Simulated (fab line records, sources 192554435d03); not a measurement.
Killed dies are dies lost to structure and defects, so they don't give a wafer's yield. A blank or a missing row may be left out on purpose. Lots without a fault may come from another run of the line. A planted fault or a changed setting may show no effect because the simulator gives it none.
fab line records | flow n5_finfet
record lots=5 wafers=14 last_day=17
route steps=1938 shown BEOL_M0@731 BEOL_M4@1111 PASSIVATION@1936
lots that met no fault: from a run of the same line without faults
start_h: hours from the record's first day to the start of the lot's first wafer shown | wait_h: hours since the lot's step before | " the same as in the row above | L1.1+2: a row that stands for several wafers | - no value, or no start given | * or withheld: withheld | < > ~ a bound
route shown NAME@n: a module of which the file shows steps, and the number in the route of the first | usual: mean/standard deviation of fault-free wafers | same: alike in all rows | chamber/n: place in a boat | sites: the reading at each site | _std_site: their standard deviation | _edge_site: outer sites' mean less inner sites' | radius_mm: how far each site lies from the wafer's centre | mask NAME#n: copy n | behind: the tool/chamber that last shaped the wafer | hold: why the lot was held/for how many hours/how that ended | device: the transistor (n, p or np) that didn't switch | end of line: the same wafers' tests at the end of the route | a step without rows: its recipe alone | killed: dies lost to structure and defects at the first sort, not the wafer's yield | map: a wafer's dies, x killed, . not, _ none there
set.NAME: the setting as run; set.NAME@STEP: as run at that earlier step | model.NAME: the simulator's own value behind a step, which no gauge read
lots at some steps of the route; a table a step, a row a wafer
services: from which hour (start_h, from the record's first day; less than 0 if before it) a tool's chamber was out of use, for how many hours, and why
## steps
# step N5_BEOL_M0_ALD_136
# recipe material=TaN target_thk_a=* temp_c=275 ald_precursor_family=PDMAT ald_co_reactant=NH3 pressure_torr=3 carrier_flow_sccm=1500 pulse_time_s=2 purge_time_s=3 co_reactant_purge_time_s=2 co_reactant_pulse_time_s=3 ald_cycles=30 precursor_vessel_temp_c=75 precursor_vessel_pressure_torr=26.25 precursor_vessel_carrier_sccm=1000
# step N5_BEOL_M0_SURFACE_TREAT_137
# recipe gas=Ar time_s=* ion_energy_ev=* ion_current_ma_cm2=0.5 pressure_mtorr=* ar_flow_sccm=30
# usual throttle_valve_pct=*
# columns lot.wafer tool chamber start_h wait_h throttle_valve_pct
L401.1 pvd_sputter-01 - 117.53 0.1 *
L401.2 " - " " *
L401.5 " - " " *
L410.2 pvd_sputter-02 - 176.49 0.1 *
L410.3 " - " " *
L410.5 " - " " *
L418.3 pvd_sputter-01 - 218.98 0.3 *
L418.6 " - " " *
L419.4 pvd_sputter-03 - 225.59 0.5 *
L419.5 " - " " *
L419.6 " - " " *
L422.1 pvd_sputter-01 - 241.69 0.4 *
L422.3 " - " " *
L422.4 " - " " *
# step N5_BEOL_M0_CVD_115
# recipe material=Co target_thk_a=* temp_c=withheld precursor=CCTBA/H2 pressure_torr=30 time_s=120
# step N5_BEOL_M0_SPUTTER_116
# recipe material=Cu target_thk_a=40 temp_c=-20 chamber_pressure_pa=0.07 power_w=withheld time_s=7.37
# usual throttle_valve_pct=29.6/0.88
# columns lot.wafer tool chamber start_h wait_h throttle_valve_pct
L401.1 pvd_sputter-01 - 117.74 0.1 28.6
L401.2 " - " " 28.0
L401.5 " - " " 28.1
L410.2 pvd_sputter-02 - 176.71 0.1 30.3
L410.3 " - " " 29.8
L410.5 " - " " 30.1
L418.3 pvd_sputter-01 - 219.24 0.1 30.3
L418.6 " - " " 30.1
L419.4 pvd_sputter-02 - 228.48 2.5 30.6
L419.5 " - " " 29.9
L419.6 " - " " 31.1
L422.1 pvd_sputter-02 - 243.35 1.5 30.2
L422.3 " - " " 30.7
L422.4 " - " " 29.8
# step N5_BEOL_M0_ANNEAL_117
# recipe temp_c=400 time_s=60 ambient=vacuum
# step N5_BEOL_M0_SPUTTER_132
# recipe material=Cu target_thk_a=40 temp_c=-20 chamber_pressure_pa=0.07 power_w=withheld time_s=7.37
# step N5_BEOL_M0_ANNEAL_133
# recipe temp_c=400 time_s=60 ambient=vacuum
# step N5_BEOL_M0_SPUTTER_134
# recipe material=Cu target_thk_a=40 temp_c=-20 chamber_pressure_pa=0.07 power_w=withheld time_s=7.37
# usual throttle_valve_pct=29.6/0.89
# columns lot.wafer tool chamber start_h wait_h throttle_valve_pct
L401.1 pvd_sputter-01 - 117.98 0.0 28.8
L401.2 " - " " 28.0
L401.5 " - " " 28.1
L410.2 pvd_sputter-02 - 176.95 0.0 30.3
L410.3 " - " " 29.9
L410.5 " - " " 30.5
L418.3 pvd_sputter-01 - 219.48 0.0 30.1
L418.6 " - " " 29.9
L419.4 pvd_sputter-02 - 228.72 0.0 30.9
L419.5 " - " " 29.7
L419.6 " - " " 30.5
L422.1 pvd_sputter-02 - 243.59 0.0 30.2
L422.3 " - " " 30.9
L422.4 " - " " 29.8
# step N5_BEOL_M0_ANNEAL_135
# recipe temp_c=400 time_s=60 ambient=vacuum
# step N5_BEOL_M0_SPUTTER_141
# recipe material=Cu target_thk_a=40 temp_c=-20 chamber_pressure_pa=0.07 power_w=withheld time_s=7.37
# usual throttle_valve_pct=29.6/0.89
# columns lot.wafer tool chamber start_h wait_h throttle_valve_pct
L401.1 pvd_sputter-01 - 118.10 0.0 28.6
L401.2 " - " " 28.4
L401.5 " - " " 28.3
L410.2 pvd_sputter-02 - 177.07 0.0 30.3
L410.3 " - " " 29.6
L410.5 " - " " 30.2
L418.3 pvd_sputter-01 - 219.60 0.0 30.0
L418.6 " - " " 30.2
L419.4 pvd_sputter-02 - 228.84 0.0 30.8
L419.5 " - " " 29.8
L419.6 " - " " 30.7
L422.1 pvd_sputter-02 - 243.71 0.0 30.2
L422.3 " - " " 30.8
L422.4 " - " " 29.5
# step N5_BEOL_M0_ECD_118
# recipe material=Cu target_thk_a=3000
# step N5_BEOL_M0_ANNEAL_119
# recipe temp_c=225 time_s=90 ambient=N2
# usual wafer_temp_C_max=226.0/0.42
# columns lot.wafer tool chamber start_h wait_h wafer_temp_C_max
L401.1 rtp_anneal-01 0 118.30 0.1 226.7
L401.2 " 0 " " 226.6
L401.5 " 0 " " 226.8
L410.2 rtp_anneal-02 0 177.31 0.1 225.4
L410.3 " 0 " " 225.5
L410.5 " 0 " " 225.5
L418.3 rtp_anneal-01 0 219.93 0.2 225.8
L418.6 " 0 " " 226.4
L419.4 rtp_anneal-01 0 229.17 0.2 226.5
L419.5 " 0 " " 226.7
L419.6 " 0 " " 226.7
L422.1 rtp_anneal-02 0 243.91 0.1 225.8
L422.3 " 0 " " 225.5
L422.4 " 0 " " 225.7
# step N5_BEOL_M0_CMP_120
# recipe stop_on=SiOC t_overpolish_s=6.9 down_force_psi=1 platen_rpm=50 clearing_platen_down_force_psi=1.5 clearing_platen_rpm=50 post_cmp_clean=cu_alkaline clearing_platen_pad_velocity_m_s=0.99484 pad_velocity_m_s=0.99484
# usual barrier_field_endpoint_s=3.58/0.15 motor_current_A=5.9/0.79 overpolish_run_s=6.902/0.0095 time_to_endpoint_s=61/3.8
# columns lot.wafer tool chamber start_h wait_h barrier_field_endpoint_s motor_current_A overpolish_run_s time_to_endpoint_s model.SiOC_of_BEOL_M0_SAQP_ILD_DEP_01.thk_nm
L401.2 cmp-03 2 118.63 0.2 3.54 6.5 6.893 58 38.6
L401.1 " 0 " " 3.65 7.7 6.909 60 39.2
L401.5 " 2 " " 3.51 6.6 6.909 60 39
L410.2 cmp-01 3 177.57 0.2 3.67 5.3 6.906 64 39.8
L410.3 " 2 " " 3.68 4.6 6.898 59 38.8
L410.5 " 3 " " 3.81 5.3 6.903 67 39.8
L418.3 cmp-03 1 220.27 0.3 3.74 5.9 6.878 62 38.4
L418.6 " 2 " " 2.10 6.6 6.907 33 36.4
L419.4 cmp-01 0 229.45 0.2 3.42 6.3 6.899 63 38.8
L419.6 " 1 " " 3.54 6.6 6.901 59 39.6
L419.5 " 2 " " 3.39 4.9 6.891 54 40.4
L422.3 cmp-04 0 244.20 0.2 3.57 5.9 6.901 60 38.6
L422.1 " 1 " " 3.82 4.5 6.900 61 37.6
L422.4 " 2 " " 3.60 5.6 6.904 58 38.4
# step N5_BEOL_M4_RC_MEAS_101
# usual DIBL_N=36.0/2.5 DIBL_P=36.2/3 IOFF_N=0.16/0.044 IOFF_P=0.21/0.049 ION_N=671/15 ION_P=461/8.7 SS_N=71.5/0.72 SS_P=73.4/0.9 VT_N=251/4.4 VT_P=-250/4
# columns lot.wafer tool chamber start_h wait_h DIBL_N[mV/V] DIBL_P[mV/V] IOFF_N[nA/um] IOFF_P[nA/um] ION_N[uA/um] ION_P[uA/um] SS_N[mV/dec] SS_P[mV/dec] VT_N[mV] VT_P[mV]
L401.1 prober-01 0 180.05 0.0 36.4 36.1 0.16 0.24 668 463 71.9 73.5 251 -245
L401.2 " 0 " " 34.6 33.4 0.13 0.19 667 458 71.3 72.1 254 -247
L401.5 " 0 " " 36.0 35.2 0.15 0.22 665 460 71.6 72.7 250 -245
L410.2 prober-01 0 233.52 0.2 31.5 31.0 0.10 0.14 656 452 70.4 72.0 257 -256
L410.3 " 0 " " 36.9 38.6 0.18 0.27 674 467 71.1 73.7 246 -247
L410.5 " 0 " " 35.3 36.5 0.15 0.22 671 458 71.7 73.0 248 -247
L419.4 prober-01 0 286.28 0.5 35.8 37.2 0.17 0.23 678 467 72.0 73.5 249 -246
L419.5 " 0 " " 35.5 35.5 0.18 0.22 682 469 71.5 73.4 249 -249
L419.6 " 0 " " 34.7 35.6 0.14 0.21 664 457 70.9 73.2 252 -249
L418.3 prober-02 0 301.99 0.3 41.1 42.8 0.24 0.33 691 469 72.4 75.3 242 -244
L418.6 " 0 " " 41.0 42.0 0.23 0.31 688 471 72.8 74.7 244 -246
L422.1 prober-01 0 309.27 0.4 36.4 36.8 0.18 0.27 693 481 71.3 72.0 243 -242
L422.3 " 0 " " 37.4 36.8 0.19 0.25 678 468 70.8 73.8 246 -246
L422.4 " 0 " " 36.1 34.6 0.15 0.20 666 458 71.4 72.9 250 -251
# step N5_PASSIVATION_PROBE_49
# usual defect_limited_yield=91.7/1.4 killed_at_M0_to_M3=31/11 killed_at_M4_up=13/4.6 killed_at_contacts=13/6.7 killed_at_front_end=39/9.6 killed_at_other=3.5/2.8 killed_dies=98/16 killed_open=64/11 killed_short=33/8.5 sort_bin_4_leakage=0.00/0.032 sort_bin_5_function=4.9/0.96 sort_bin_6_memory=3.1/0.59 sort_n_pass=1080/23 sort_yield_pct=91.5/1.9
# same gross_dies=1180 killed_at_back_side=0 sort_bin_8_speed[%]=0
# columns lot.wafer tool chamber start_h wait_h defect_limited_yield[%] killed_at_M0_to_M3 killed_at_M4_up killed_at_contacts killed_at_front_end killed_at_other killed_dies killed_open killed_short sort_bin_4_leakage[%] sort_bin_5_function[%] sort_bin_6_memory[%] sort_n_pass sort_yield_pct[%]
L422.1 prober-01 - 414.07 0.0 90.6 45 7 11 44 4 111 66 44 0 5.4 3.7 1069 90.6
L422.3 prober-01 - 414.17 0.1 89.4 54 18 18 32 3 125 80 44 0 6.3 3.9 1055 89.4
L422.4 prober-01 - 414.22 0.2 90.3 48 5 7 54 0 114 71 42 0 5.1 4.2 1066 90.3
# killed by level:class
L422.1 BEOL_M3:geometric_particle:open=16 FIN_SAQP:geometric_particle:short=15 FIN_SAQP:geometric_particle:open=10 BEOL_M0_SAQP:geometric_particle:short=10 BEOL_M0_SAQP:geometric_particle:open=8 MOL_CONTACT_COAG:geometric_particle:short=6 MOL_CONTACT_COAG:geometric_particle:open=5 STI_FIN_REVEAL:geometric_particle:open=4
L422.3 BEOL_M1:geometric_particle:open=22 MOL_CONTACT_COAG:geometric_particle:open=16 BEOL_M0_SAQP:geometric_particle:short=16 FIN_SAQP:geometric_particle:open=8 FIN_SAQP:geometric_particle:short=8 STI_FIN_REVEAL:geometric_particle:open=4 BEOL_M0_SAQP:geometric_particle:open=4 BEOL_M1:geometric_particle:short=4
L422.4 FIN_SAQP:geometric_particle:open=16 BEOL_M0_SAQP:geometric_particle:short=15 BEOL_M0_SAQP:geometric_particle:open=14 STI_FIN_REVEAL:geometric_particle:open=9 BEOL_M1:geometric_particle:open=8 FIN_SAQP:geometric_particle:short=7 BEOL_M3:geometric_particle:open=5 DUMMY_GATE:geometric_particle:open=4
## services
# columns tool chamber start_h hours kind
pvd_sputter-01 - 103.56 0.8 repair
pvd_sputter-01 - 112.07 4.3 repair
cmp-01 - 129.25 7.7 pm
cmp-03 - 131.93 4.0 pm
pvd_sputter-02 - 134.70 2.2 repair
cmp-03 - 135.93 - consumable_replace:conditioner
cmp-03 - 135.93 - consumable_replace:pad
pvd_sputter-01 - 138.71 1.8 repair
cmp-04 - 153.06 6.5 repair
cmp-04 - 191.48 0.5 repair
cmp-01 - 213.14 15.0 pm
cmp-01 - 241.18 2.2 pm
cmp-01 - 243.90 4.0 pm
## key
first_sign step=N5_BEOL_M0_CMP_120 reading=barrier_field_endpoint_s direction=down sigmas=9.8 usual=3.58 struck=2.10
effect step=N5_BEOL_M0_CMP_120 reading=time_to_endpoint_s direction=down sigmas=7.4 usual=* struck=*
model_effect step=N5_BEOL_M0_CMP_120 value=SiOC_of_BEOL_M0_SAQP_ILD_DEP_01.thk_nm without=38.8 struck=36.4
met_at N5_BEOL_M0_CMP_120
struck_wafers L418.6
onset_between 118.63 220.27
fault kind=process_parameter_drift tool=cmp-03 chamber=- onset_h=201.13 steps=N5_BEOL_M0_CMP_120 channel=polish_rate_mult offset=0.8 shape=step end_h=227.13 scope=struck_wafers_only
